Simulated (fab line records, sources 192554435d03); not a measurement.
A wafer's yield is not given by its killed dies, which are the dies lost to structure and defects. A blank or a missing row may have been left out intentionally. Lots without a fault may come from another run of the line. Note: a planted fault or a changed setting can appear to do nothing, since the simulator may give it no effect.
fab line records | flow n5-finfet
record: lots: 6 wafers: 18 last-day: 17
route steps=1938 shown BEOL_M5@1142
lots that met no fault: taken from a fault-free run of the same line
start-h: start of the lot's first displayed wafer, in hours after the record's first day | wait-h: how many hours have passed since the lot's step before this one | " unchanged from the row above | L1.1+2: a single row standing in for several wafers | - no value present, or no start provided | * or withheld: withheld | < > ~ a bound
route shown NAME@n: NAME is a module with steps in the file, n the number in the route of the first one | usual: the fault-free wafers' mean and standard deviation | same: alike in all rows | chamber/n: place in a boat | sites: readings site by site | _std_site: standard deviation of those values | _edge_site: the outer-site mean with the inner-site mean subtracted | radius-mm: for every site, how far away it sits from the centre of the wafer | mask NAME#n: copy n | behind: the most recent tool/chamber to have shaped the wafer | hold: what put the lot on hold/how long, in hours/how the hold closed | device: the n, p or np transistor that did not switch | end of line: the tests these same wafers got at the end of their route | a step with no rows: only its recipe | killed: dies that structure and defects cost at the first sort, which is not the same as the wafer's yield | map: dies across one wafer; x = killed, . = not, _ = none there
set.NAME: the setting as run; set.NAME@STEP: as run at that earlier step | model.NAME: the simulator's own value behind a step, which no gauge read
certain route steps with their lots: each step a table, each wafer a row
services: when a tool's chamber went out of use (start-h, in hours from the record's first day, below 0 if earlier), for how many hours, and the reason
== steps ==
step: N5_BEOL_M5_COAT_22
recipe: resist: CAR-EUV spin-rpm: 1500 resist-thk-nm: 30
step: N5_BEOL_M5_EBR_24
recipe: solvent: PGMEA ebr-width-mm: 1.5
step: N5_BEOL_M5_SOFTBAKE_23
recipe: temp-c: 110 time-s: 60 resist: CAR-EUV
step: N5_BEOL_M5_EXPOSE_25
recipe: mask-id: V4 na: 0.33 source-shape: quasar sigma-inner: 0.2 sigma-outer: 0.6 polarization: unpolarized defocus-nm: 10 dose-mj: 52.75
step: N5_BEOL_M5_PEB_26
recipe: peb-temp-c: 100 peb-time-s: 60 resist: CAR-EUV
step: N5_BEOL_M5_DEVELOP_27
recipe: develop-time-s: 30 developer: TMAH resist: CAR-EUV rinse-liquid: surfactant-rinse dry: air-spin dev-temp-c: 23
step: N5_BEOL_M5_CD_MEAS_28
recipe: target-cd-nm: 30.6 landing-energy-ev: 500 detector: se-inlens target-cd-y-nm: 20 polarity: opening
usual: cd-nm: 30.52/0.27
columns lot.wafer tool chamber start-h wait-h cd-nm
L457.1 cd-sem-01 0 169.89 - 30.71
L457.2 " 0 " " 30.24
L457.5 " 0 " " 30.26
L464.4 cd-sem-03 0 212.24 - 30.53
L464.5 " 0 " " 30.72
L464.6 " 0 " " 30.65
L470.2 cd-sem-02 0 262.88 - 30.40
L470.4 " 0 " " 30.44
L470.6 " 0 " " 30.11
L471.2 cd-sem-01 0 262.94 - 30.61
L471.3 " 0 " " 30.66
L471.4 " 0 " " 30.92
L475.1 cd-sem-01 0 287.23 - 29.98
L475.3 " 0 " " 30.36
L475.6 " 0 " " 30.50
L479.2 cd-sem-01 0 306.76 - 30.63
L479.4 " 0 " " 30.70
L479.6 " 0 " " 30.70
step: N5_BEOL_M5_OVL_MEAS_29
recipe: points-per-wafer: 522
usual: V4_OVL: -0.1/0.64
same: points-per-wafer: 522
columns lot.wafer tool chamber start-h wait-h V4_OVL[nm]
L457.1 overlay-02 0 169.92 0.0 0.0
L457.2 " 0 " " 0.7
L457.5 " 0 " " 0.9
L464.4 overlay-02 0 212.29 0.0 0.3
L464.5 " 0 " " -0.3
L464.6 " 0 " " 0.0
L470.2 overlay-01 0 262.92 0.0 -0.2
L470.4 " 0 " " -0.4
L470.6 " 0 " " -0.9
L471.2 overlay-02 0 262.97 0.0 0.1
L471.3 " 0 " " -0.4
L471.4 " 0 " " -0.9
L475.1 overlay-01 0 287.26 0.0 -0.1
L475.3 " 0 " " 0.7
L475.6 " 0 " " -0.4
L479.2 overlay-01 0 306.79 0.0 0.4
L479.4 " 0 " " 0.2
L479.6 " 0 " " -1.1
step: N5_BEOL_M5_INSPECT_30
recipe: mode: adi inspect-instrument: brightfield
usual: raw-defect-count: 442/100
columns lot.wafer tool chamber start-h wait-h raw-defect-count
L457.1 defect-inspect-02 - 169.98 0.1 509
L457.2 " - " " 313
L457.5 " - " " 435
L464.4 defect-inspect-01 - 212.33 0.0 446
L464.5 " - " " 431
L464.6 " - " " 499
L470.2 defect-inspect-01 - 262.97 0.0 463
L470.4 " - " " 419
L470.6 " - " " 346
L471.2 defect-inspect-02 - 263.03 0.0 278
L471.3 " - " " 469
L471.4 " - " " 439
L475.1 defect-inspect-01 - 287.32 0.1 438
L475.3 " - " " 420
L475.6 " - " " 599
L479.2 defect-inspect-01 - 306.85 0.0 457
L479.4 " - " " 596
L479.6 " - " " 561
step: N5_BEOL_M5_DESCUM_33
recipe: chemistry: O2 time-s: 7 source-power-w: 50 bias-power-w: 20 pressure-mtorr: 20 rf-frequency-hz: 2.712e+07 temp-c: 40 resist: CAR-EUV o2-flow-sccm: 225
usual: drypump-motor-current-A: 5.7/0.41 oes-product-au: 0.76/0.09 rf-vpp-V: 242.9/1.5 showerhead-plenum-p-Torr: 2.09/0.063 throttle-valve-pct: 20.57/0.28
columns lot.wafer tool chamber start-h wait-h drypump-motor-current-A oes-product-au rf-hours-counter-h rf-vpp-V showerhead-plenum-p-Torr throttle-valve-pct
L457.1 rie-diel-03 2 170.02 0.0 5.5 0.75 162 239.7 2.01 20.67
L457.2 " 1 " " 5.8 0.74 177 243.3 2.10 20.73
L457.5 " 3 " " 5.3 0.75 - 244.5 2.19 20.70
L464.4 rie-diel-01 3 212.38 0.0 5.8 0.74 - 240.9 2.02 20.52
L464.5 " 2 " " 6.3 0.72 - 242.5 2.10 20.68
L464.6 " 0 " " 5.3 1.01 - 243.2 2.16 20.54
L470.2 rie-diel-04 2 263.16 0.2 5.7 0.71 210 245.0 2.17 20.22
L470.4 " 3 " " 6.0 0.70 244 243.4 2.08 21.01
L470.6 " 2 " " 5.7 0.70 - 244.0 2.17 20.23
L471.2 rie-diel-01 3 263.34 0.3 5.8 0.71 204 243.3 2.01 20.54
L471.3 " 1 " " 6.0 0.85 56 244.0 2.11 19.97
L471.4 " 0 " " 5.3 0.94 19 244.1 2.15 20.56
L475.1 rie-diel-01 1 287.36 0.0 6.0 0.84 62 242.3 2.10 20.00
L475.3 " 3 " " 5.8 0.71 212 241.2 2.01 20.55
L475.6 " 1 " " 6.0 0.84 - 244.8 2.10 20.00
L479.2 rie-diel-03 1 306.88 0.0 5.8 0.71 222 242.6 2.09 20.79
L479.4 " 0 " " 5.7 0.71 - 244.3 2.17 20.77
L479.6 " 3 " " 5.2 0.72 - 245.1 2.17 20.74
step: N5_BEOL_M5_ETCH_75
recipe: chemistry: N2/H2 target: underlayer target-depth-a: 65 mask-material: CAR-EUV time-s: 5.2 ion-energy-ev: 200 pressure-mtorr: 30 source-w: 840 bias-w: 150 n2-flow-sccm: 200 h2-flow-sccm: 200 ends: cleared
usual: drypump-motor-current-A: 5.7/0.41 etch-rf-on-time-s: 5.22/0.12 oes-product-au: 0.65/0.077 rf-vpp-V: 523.7/2.6 showerhead-plenum-p-Torr: 2.53/0.078 throttle-valve-pct: 17.93/0.26
columns lot.wafer tool chamber start-h wait-h drypump-motor-current-A etch-rf-on-time-s oes-product-au rf-hours-counter-h rf-vpp-V showerhead-plenum-p-Torr throttle-valve-pct
L457.1 rie-diel-03 2 170.05 0.0 5.5 5.30 0.63 162 522.9 2.43 18.09
L457.2 " 1 " " 5.8 5.29 0.63 177 522.2 2.53 18.00
L457.5 " 3 " " 5.2 5.20 0.64 - 526.7 2.63 17.90
L464.4 rie-diel-01 3 212.40 0.0 5.8 5.44 0.60 - 519.6 2.43 17.84
L464.5 " 2 " " 6.3 5.29 0.61 - 523.4 2.54 18.07
L464.6 " 0 " " 5.2 5.01 0.85 - 524.2 2.59 17.76
L470.2 rie-diel-04 2 263.19 0.0 5.8 5.39 0.59 210 526.7 2.62 17.58
L470.4 " 3 " " 5.9 5.24 0.58 244 524.0 2.50 18.27
L470.6 " 2 " " 5.8 5.46 0.59 - 525.4 2.62 17.59
L471.2 rie-diel-01 3 263.37 0.0 5.8 5.43 0.59 204 522.1 2.42 17.88
L471.3 " 1 " " 6.0 5.13 0.73 56 524.1 2.57 17.45
L471.4 " 0 " " 5.3 5.08 0.79 19 528.1 2.59 17.82
L475.1 rie-diel-01 1 287.39 0.0 6.0 5.07 0.72 62 527.3 2.56 17.48
L475.3 " 3 " " 5.8 5.32 0.59 212 522.1 2.42 17.90
L475.6 " 1 " " 6.0 5.09 0.73 - 525.7 2.56 17.46
L479.2 rie-diel-03 1 306.92 0.0 5.7 5.30 0.60 222 524.0 2.51 18.06
L479.4 " 0 " " 5.7 5.29 0.60 - 527.5 2.65 18.25
L479.6 " 3 " " 5.2 5.19 0.62 - 525.0 2.61 17.94
step: N5_BEOL_M5_ETCH_67
recipe: chemistry: CF4 target: SiARC target-depth-a: 156 mask-material: CAR-EUV time-s: 26 ion-energy-ev: 80 pressure-mtorr: 40 source-w: 545 bias-w: 36 Ar_flow_sccm: 100 cf4-flow-sccm: 100 ends: cleared
usual: drypump-motor-current-A: 5.7/0.41 etch-rf-on-time-s: 26.1/0.56 oes-product-au: 0.65/0.077 rf-vpp-V: 184.0/1.1 showerhead-plenum-p-Torr: 2.13/0.061 throttle-valve-pct: 15.72/0.25
columns lot.wafer tool chamber start-h wait-h drypump-motor-current-A etch-rf-on-time-s oes-product-au rf-hours-counter-h rf-vpp-V showerhead-plenum-p-Torr throttle-valve-pct
L457.1 rie-diel-03 2 170.07 0.0 5.5 26.1 0.63 162 182.8 2.07 15.91
L457.2 " 1 " " 5.8 26.1 0.64 177 183.5 2.14 15.80
L457.5 " 3 " " 5.2 25.3 0.65 - 184.6 2.23 15.88
L464.4 rie-diel-01 3 212.43 0.0 5.8 26.9 0.61 - 182.7 2.05 15.65
L464.5 " 2 " " 6.3 26.1 0.62 - 183.6 2.13 15.73
L464.6 " 0 " " 5.3 24.7 0.86 - 184.0 2.19 15.54
L470.2 rie-diel-04 2 263.21 0.0 5.7 26.6 0.59 210 183.8 2.20 15.38
L470.4 " 3 " " 5.9 26.0 0.60 244 182.9 2.12 16.15
L470.6 " 2 " " 5.7 26.4 0.60 - 185.0 2.20 15.37
L471.2 rie-diel-01 3 263.39 0.0 5.8 26.8 0.60 204 183.1 2.05 15.69
L471.3 " 1 " " 6.0 25.7 0.72 56 183.7 2.17 15.27
L471.4 " 0 " " 5.3 24.5 0.80 19 184.7 2.18 15.60
L475.1 rie-diel-01 1 287.41 0.0 6.0 25.7 0.71 62 182.1 2.17 15.30
L475.3 " 3 " " 5.8 26.9 0.59 212 182.3 2.04 15.69
L475.6 " 1 " " 6.0 25.9 0.72 - 183.9 2.17 15.29
L479.2 rie-diel-03 1 306.93 0.0 5.8 26.4 0.61 222 185.7 2.13 15.86
L479.4 " 0 " " 5.6 26.3 0.59 - 186.0 2.21 15.92
L479.6 " 3 " " 5.2 25.8 0.62 - 185.6 2.21 15.97
step: N5_BEOL_M5_ETCH_68
recipe: chemistry: N2/H2 target: SOC target-depth-a: 800 overetch-a: 160 mask-material: SiARC temp-c: 40 time-s: 120 ion-energy-ev: 200 pressure-mtorr: 30 source-w: 840 bias-w: 150 n2-flow-sccm: 200 h2-flow-sccm: 200
usual: drypump-motor-current-A: 5.7/0.41 oes-product-au: 0.58/0.062 rf-vpp-V: 523.5/2.4 showerhead-plenum-p-Torr: 2.53/0.078 throttle-valve-pct: 17.89/0.26
columns lot.wafer tool chamber start-h wait-h drypump-motor-current-A oes-product-au rf-hours-counter-h rf-vpp-V showerhead-plenum-p-Torr throttle-valve-pct model.SiARC_of_BEOL_M5_COAT_66.thk-nm
L457.1 rie-diel-03 2 170.10 0.0 5.5 0.57 162 520.5 2.43 18.07 6.6
L457.2 " 1 " " 5.8 0.57 177 523.8 2.53 17.95 6.4
L457.5 " 3 " " 5.2 0.58 - 525.8 2.63 17.85 6.4
L464.4 rie-diel-01 3 212.48 0.0 5.8 0.56 - 521.3 2.43 17.81 6.6
L464.5 " 2 " " 6.3 0.56 - 522.1 2.54 18.02 6.6
L464.6 " 0 " " 5.3 0.75 - 525.5 2.59 17.73 6.4
L470.2 rie-diel-04 2 263.23 0.0 5.7 0.54 210 526.3 2.62 17.54 6.6
L470.4 " 3 " " 5.9 0.53 244 522.4 2.50 18.24 6.2
L470.6 " 2 " " 5.7 0.54 - 524.8 2.62 17.54 6.6
L471.2 rie-diel-01 3 263.42 0.0 5.8 0.55 204 520.1 2.42 17.85 6.6
L471.3 " 1 " " 6.0 0.65 56 525.7 2.57 17.41 6.4
L471.4 " 0 " " 5.3 0.70 19 524.8 2.59 17.77 7.2
L475.1 rie-diel-01 1 287.44 0.0 6.1 0.64 62 523.4 2.56 17.44 7.2
L475.3 " 3 " " 5.8 0.54 212 521.6 2.42 17.87 6.6
L475.6 " 1 " " 6.0 0.64 - 524.9 2.56 17.42 7.2
L479.2 rie-diel-03 1 306.96 0.0 5.7 0.55 222 523.5 2.51 18.03 6.6
L479.4 " 0 " " 5.7 0.54 - 526.3 2.65 18.18 6.6
L479.6 " 3 " " 5.2 0.55 - 525.6 2.61 17.91 6.4
step: N5_BEOL_M5_STRIP_69
recipe: chemistry: N2/H2 temp-c: 40 n2-flow-sccm: 200 h2-flow-sccm: 200 rf-frequency-hz: 6e+07
== services ==
columns tool chamber start-h hours kind
rie-diel-04 1 154.34 - clean
rie-diel-04 1 154.34 - consumable-replace:focus-ring
rie-diel-04 1 154.34 25.1 scheduled-down
rie-diel-04 1 154.34 25.1 vent-cycle
rie-diel-01 0 188.11 - clean
rie-diel-01 0 188.11 - consumable-replace:focus-ring
rie-diel-01 0 188.11 20.4 scheduled-down
rie-diel-01 0 188.11 20.4 vent-cycle
rie-diel-01 1 203.57 15.6 repair
rie-diel-04 0 241.77 2.9 repair
rie-diel-03 3 243.02 4.6 repair
rie-diel-04 3 266.66 7.7 repair
rie-diel-04 3 288.44 - clean
rie-diel-04 3 288.44 - consumable-replace:focus-ring
rie-diel-04 3 288.44 14.5 scheduled-down
rie-diel-04 3 288.44 14.5 vent-cycle
rie-diel-03 2 305.25 9.0 repair
== key ==
first-sign none at tools or gauges
model-effect: step: N5_BEOL_M5_ETCH_68 value: SiARC_of_BEOL_M5_COAT_66.thk-nm without: 6.267 struck: 7.2
met-at N5_BEOL_M5_ETCH_68
struck-wafers L471.4,L475.1,L475.6
onset-between 212.48 263.42
fault: kind: process-parameter-drift tool: rie-diel-01 chamber: - onset-h: 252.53 steps: N5_BEOL_M5_ETCH_68 channel: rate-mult offset: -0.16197 shape: step end-h: 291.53 scope: struck-wafers-only
